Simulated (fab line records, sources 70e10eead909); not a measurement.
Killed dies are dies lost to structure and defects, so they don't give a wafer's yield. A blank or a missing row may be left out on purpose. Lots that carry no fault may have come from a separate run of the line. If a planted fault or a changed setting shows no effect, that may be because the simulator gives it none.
Which of the tools did it? -- flow nandHarc -- 42 wafers from 14 lots sampled at 6 of the route's 1302 steps

WHAT THE GAUGES READ, wafer by wafer
NHARC_P_CONTACT_CD_MEAS_12: the cd target is 90 nm.
lot,measured,on,cdNm (nm)
L368,day 5 21:04,cdSem-01,89.7 89.8 89.6
L370,day 6 13:18,cdSem-02,90.6 90.2 89.7
L369,day 6 13:55,cdSem-02,89.5 89.0 89.5
L371,day 6 23:43,cdSem-03,89.4 90.0 90.4
L373,day 7 21:05,cdSem-01,89.6 90.0 89.6
L375,day 9 00:38,cdSem-02,89.9 89.8 89.5
L377,day 9 15:35,cdSem-03,90.2 89.9 90.0
L378,day 10 00:01,cdSem-03,89.6 89.5 89.8
L379,day 10 08:43,cdSem-01,89.7 89.9 89.7
L380,day 10 18:17,cdSem-01,89.7 90.1 91.0
L384,day 12 15:40,cdSem-01,90.1 89.9 90.4
L388,day 14 04:10,cdSem-02,48.7 48.9 48.6
L389,day 14 16:48,cdSem-01,89.2 89.4 89.8
L390,day 15 07:38,cdSem-03,59.2 58.9 58.4

NHARC_P_CONTACT_CD_MEAS_19.
lot,measured,on,cdNm (nm)
L368,day 5 22:07,cdSem-02,91.3 89.8 90.7
L370,day 6 14:21,cdSem-02,88.7 87.9 88.6
L369,day 6 14:58,cdSem-01,88.9 88.7 89.8
L371,day 7 00:46,cdSem-02,88.4 89.8 89.4
L373,day 7 22:18,cdSem-03,88.0 88.9 88.1
L375,day 9 01:41,cdSem-02,90.0 89.2 89.7
L377,day 9 16:49,cdSem-02,89.6 89.3 89.3
L378,day 10 01:04,cdSem-03,88.6 87.8 89.9
L379,day 10 09:48,cdSem-02,90.0 89.3 91.6
L380,day 10 19:20,cdSem-03,89.5 87.9 91.8
L384,day 12 16:44,cdSem-02,90.2 90.3 90.5
L388,day 14 05:13,cdSem-02,46.7 48.6 47.1
L389,day 14 18:01,cdSem-02,91.1 88.2 89.9
L390,day 15 08:41,cdSem-02,59.5 56.9 58.9

TOOL THAT RAN EACH LOT (tool first, then ch and the chambers of the sampled wafers, then the start)
lot,NHARC_P_GATE_RTA_64,NHARC_P_CONTACT_DEP_30,NHARC_P_CONTACT_EXPOSE_09,NHARC_P_CONTACT_ETCH_36
L368,"rtpAnneal-02 ch 0, day 5 18:09","pecvd-04 ch 0,1,2, day 5 19:45","arfiScanner-03 ch 0, day 5 20:56","rieDiel-11 ch 1,2, day 5 22:07 or earlier"
L370,"rtpAnneal-02 ch 0, day 6 10:35","pecvd-04 ch 1,2, day 6 11:53","arfiScanner-03 ch 0, day 6 13:10","rieDiel-11 ch 0,1,3, day 6 14:21 or earlier"
L369,"rtpAnneal-01 ch 0, day 6 10:55","pecvd-04 ch 0,1,2, day 6 12:22","arfiScanner-01 ch 0, day 6 13:46","rieDiel-12 ch 0,1,3, day 6 14:58 or earlier"
L371,"rtpAnneal-02 ch 0, day 6 20:58","pecvd-02 ch 0,1,2, day 6 22:17","arfiScanner-01 ch 0, day 6 23:34","rieDiel-12 ch 0,1,3, day 7 00:46 or earlier"
L373,"rtpAnneal-01 ch 0, day 7 18:14","pecvd-04 ch 0,1, day 7 19:33","arfiScanner-02 ch 0, day 7 20:58","rieDiel-12 ch 1,2,3, day 7 22:18 or earlier"
L375,"rtpAnneal-02 ch 0, day 8 21:44","pecvd-02 ch 0,1, day 8 23:05","arfiScanner-02 ch 0, day 9 00:29","rieDiel-12 ch 0,1,2, day 9 01:41 or earlier"
L377,"rtpAnneal-01 ch 0, day 9 12:41","pecvd-02 ch 0,1, day 9 14:08","arfiScanner-03 ch 0, day 9 15:27","rieDiel-12 ch 0,3, day 9 16:49 or earlier"
L378,"rtpAnneal-02 ch 0, day 9 21:10","pecvd-04 ch 0,1, day 9 22:31","arfiScanner-01 ch 0, day 9 23:52","rieDiel-11 ch 2,3, day 10 01:04 or earlier"
L379,"rtpAnneal-02 ch 0, day 10 05:56","pecvd-02 ch 0,1,2, day 10 07:17","arfiScanner-01 ch 0, day 10 08:34","rieDiel-11 ch 1,2,3, day 10 09:48 or earlier"
L380,"rtpAnneal-01 ch 0, day 10 15:33","pecvd-01 ch 0,2, day 10 16:56","arfiScanner-01 ch 0, day 10 18:09","rieDiel-11 ch 0,2,3, day 10 19:20 or earlier"
L384,"rtpAnneal-02 ch 0, day 12 12:31","pecvd-02 ch 0,1, day 12 14:12","arfiScanner-03 ch 0, day 12 15:32","rieDiel-07 ch 0,1,3, day 12 16:44 or earlier"
L388,"rtpAnneal-01 ch 0, day 14 01:19","pecvd-04 ch 0,1,2, day 14 02:41","arfiScanner-03 ch 0, day 14 04:01","rieDiel-11 ch 0,3, day 14 05:13 or earlier"
L389,"rtpAnneal-02 ch 0, day 14 13:58","pecvd-01 ch 0,2, day 14 15:15","arfiScanner-02 ch 0, day 14 16:40","rieDiel-07 ch 1,2,3, day 14 18:01 or earlier"
L390,"rtpAnneal-02 ch 0, day 15 04:46","pecvd-04 ch 0,1,2, day 15 06:06","arfiScanner-03 ch 0, day 15 07:29","rieDiel-11 ch 0,1,3, day 15 08:41 or earlier"
- NHARC_P_GATE_RTA_64: time 1 s.
- NHARC_P_CONTACT_DEP_30: deposits SiNx, target thk 30 nm.
- NHARC_P_CONTACT_EXPOSE_09: exposes mask P CA, target cd 90 nm.
- NHARC_P_CONTACT_ETCH_36: etches the open film in N2/H2, target depth 260 nm, time 406.25 s.

AS READ BY THE TOOLS THEMSELVES (means over the sampled wafers that have a number; for cases with no such wafer, the mark the record gives instead)
NHARC_P_GATE_RTA_64.
lot,tool,lampPowerPct (%),wafer_temp_C_max
L368,rtpAnneal-02,33.4,1056.5
L370,rtpAnneal-02,33.4,1056.2
L369,rtpAnneal-01,36.5,1059.1
L371,rtpAnneal-02,33.4,1055.1
L373,rtpAnneal-01,36.5,1057.8
L375,rtpAnneal-02,33.4,1057.3
L377,rtpAnneal-01,36.4,1058.7
L378,rtpAnneal-02,33.4,1056.5
L379,rtpAnneal-02,33.4,1057.2
L380,rtpAnneal-01,36.4,1058.2
L384,rtpAnneal-02,33.4,1057.7
L388,rtpAnneal-01,36.3,1058.6
L389,rtpAnneal-02,33.4,1055.8
L390,rtpAnneal-02,33.4,1057.2

NHARC_P_CONTACT_DEP_30.
lot,tool,heaterPowerW (W)
L368,pecvd-04,739
L370,pecvd-04,818
L369,pecvd-04,790
L371,pecvd-02,605
L373,pecvd-04,623
L375,pecvd-02,608
L377,pecvd-02,614
L378,pecvd-04,641
L379,pecvd-02,654
L380,pecvd-01,714
L384,pecvd-02,653
L388,pecvd-04,761
L389,pecvd-01,682
L390,pecvd-04,744

NHARC_P_CONTACT_EXPOSE_09.
lot,tool,exposureDoseMJCm2,reticleTempC (C)
L368,arfiScanner-03,81.17,22.94
L370,arfiScanner-03,81.33,23.02
L369,arfiScanner-01,81.20,22.93
L371,arfiScanner-01,81.20,22.98
L373,arfiScanner-02,81.19,22.90
L375,arfiScanner-02,81.00,23.15
L377,arfiScanner-03,81.19,23.07
L378,arfiScanner-01,81.33,23.04
L379,arfiScanner-01,81.26,22.99
L380,arfiScanner-01,81.22,23.06
L384,arfiScanner-03,81.22,23.02
L388,arfiScanner-03,41.03,22.78
L389,arfiScanner-02,81.08,23.09
L390,arfiScanner-03,49.13,23.01

NHARC_P_CONTACT_ETCH_36.
lot,tool,drypumpMotorCurrentA (A),oesProductAu (a.u.),rfVppV (V),showerheadPlenumPTorr (Torr),throttleValvePct (%)
L368,rieDiel-11,5.7,1.010,433.3,2.14,14.168
L370,rieDiel-11,6.1,1.001,431.4,2.09,14.167
L369,rieDiel-12,5.9,0.996,431.3,2.06,14.171
L371,rieDiel-12,5.8,0.998,430.7,2.06,14.150
L373,rieDiel-12,6.0,0.985,430.5,2.03,14.175
L375,rieDiel-12,5.8,0.996,431.4,2.07,14.180
L377,rieDiel-12,5.7,1.007,430.3,2.06,14.169
L378,rieDiel-11,6.1,0.987,429.7,2.02,14.166
L379,rieDiel-11,5.9,0.999,431.4,2.08,14.174
L380,rieDiel-11,6.2,0.993,431.0,2.08,14.175
L384,rieDiel-07,6.1,1.007,430.2,2.04,14.168
L388,rieDiel-11,6.3,1.012,429.5,2.02,14.171
L389,rieDiel-07,5.8,1.005,431.9,2.08,14.173
L390,rieDiel-11,6.1,1.007,430.9,2.09,14.177

THE ANSWER, worked out from the rows above alone
Rule: the usual values come from the lots themselves. The widest of any qualifying gaps counts: lots, ordered by their means at a reading, are off when they make up no more than a third of the lots, leave a main group of 4 or more, and stand apart from it by 3 or more times the standard deviation of that group's means. A main group is skipped when, at the precision printed for the reading in the tables above, its means are all equal. Also off: a lot with no number at a reading for which 4 or more lots have one. Where the step has rows for the other lots, those lots are counted as sound. Order of review: gauges by route order, followed by the tools' own readings, for which a lot's mean as printed above is used. At the first step where some lot is off, the reading lying furthest off is the one used; lots without a number count as furthest.
Off: L388, L390 (NHARC_P_CONTACT_CD_MEAS_12, cdNm). The main group: mean 89.8 nm, standard deviation 0.27.
A tool fits if, at a process step before that reading, it ran every lot that is off, and no sound lot after the first of them. The gauges at NHARC_P_CONTACT_CD_MEAS_12 aren't tried: what is off there is off at NHARC_P_CONTACT_EXPOSE_09 too, on other tools, and a gauge's error can't cause that. This does not decide it: 2 tools fit, namely pecvd-04 at NHARC_P_CONTACT_DEP_30 and arfiScanner-03 at NHARC_P_CONTACT_EXPOSE_09.

WHAT THE SIMULATOR PUT IN
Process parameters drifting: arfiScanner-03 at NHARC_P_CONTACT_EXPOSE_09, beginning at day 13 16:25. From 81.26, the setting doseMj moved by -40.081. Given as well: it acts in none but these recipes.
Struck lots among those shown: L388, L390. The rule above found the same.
